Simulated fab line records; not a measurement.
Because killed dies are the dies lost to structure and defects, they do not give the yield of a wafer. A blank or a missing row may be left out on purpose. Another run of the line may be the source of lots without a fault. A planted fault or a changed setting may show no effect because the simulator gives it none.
Problem report in the 8D (eight disciplines) form, filled by code / flow n5_finfet / the parts of the form that need people (team, actions taken, sign-off) are left out

== 1. THE PROBLEM ==
bias_w at N5_PASSIVATION_ETCH_54 reads a mean of 157.5 W on 6 wafers of 2 lots; wafers without a fault read 170.0 W with a standard deviation of 0.54. Measured from the usual mean, that is -23 standard deviations.
The step: etches SiO2 in CHF3/O2, target depth 880 nm, time 440 s.
Seen first at day 15 20:28 on rie_diel-03, wafer L478.1. At this step, 18 wafers from 6 lots have a number in the record. Rule for "out" (also "out of limits"): further than 4 standard deviations from the usual mean. Any other wafer with a number is counted as sound.

== 2. WHAT IT IS AND WHAT IT IS NOT ==
question=which readings at this step | is=bias_w | is not=drypump_motor_current_A, oes_ar_750_au, oes_product_au, showerhead_plenum_p_Torr, throttle_valve_pct
question=which lots | is=L478, L480 | is not=L464, L469, L479, L485
question=which wafers of those lots | is=all that have a number | is not=-
question=read on which tools | is=rie_diel-03 | is not=rie_diel-05, rie_diel-06
question=when | is=from day 15 20:28 | is not=up to then (9 sound wafers); but 3 sound wafers of L485 came after

== 3. SUSPECTS, AND WHAT RULES EACH OUT ==
Counting: a tool at a process step up to the reading stays a suspect if it ran every lot that is out and no sound lot after the first of them.
- rie_diel-03 at N5_PASSIVATION_DESCUM_46 (chemistry O2, time 7.9 s): kept. It processed each lot that is out, first L478 at day 15 20:11, and no sound lot thereafter; up to then, the last sound lot it processed was L464 at day 12 22:20.
- rie_diel-03 at N5_PASSIVATION_PASS_ETCH_47 (etches SiNx in CF4/O2, target depth 770 nm, time 385 s): kept. It processed each lot that is out, first L478 at day 15 20:14, and no sound lot thereafter; up to then, the last sound lot it processed was L464 at day 12 22:22.
- rie_diel-03 at N5_PASSIVATION_ETCH_54 (etches SiO2 in CHF3/O2, target depth 880 nm, time 440 s): kept. It processed each lot that is out, first L478 at day 15 20:28, and no sound lot thereafter; up to then, the last sound lot it processed was L464 at day 12 22:35. On those wafers its own readings are out: bias_w.
After the count, these remain: rie_diel-03 at N5_PASSIVATION_DESCUM_46, rie_diel-03 at N5_PASSIVATION_PASS_ETCH_47 and rie_diel-03 at N5_PASSIVATION_ETCH_54.

== 4. THE CAUSE (what the simulator had put in) ==
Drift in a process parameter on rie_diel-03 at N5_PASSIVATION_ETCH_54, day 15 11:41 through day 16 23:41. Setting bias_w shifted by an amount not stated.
Counting leaves 3 suspects; this tool is one of them.

== 5. THE CHAIN OF EFFECTS, in route order ==
Rows list readings where the struck wafers' mean (over those with a number) sits beyond 3 standard deviations from the usual. Scope: only readings with a usual standard deviation given in the record; hours: median across lots of the time from each lot's start at the first step in this table that gives one to its start at this step; sigmas: change in usual standard deviations.
hours=0; step=N5_PASSIVATION_ETCH_54; reading=bias_w; usual=170.0 W; on struck wafers=157.5; change=-12.5; sigmas=-23
It contains these process steps:
- N5_PASSIVATION_ETCH_54: etches SiO2 in CHF3/O2, target depth 880 nm, time 440 s.

== 6. WHAT WOULD HAVE CAUGHT IT SOONER ==
In this record no reading fell out of limits until day 15 20:28, 9 hours after the fault had begun at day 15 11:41.
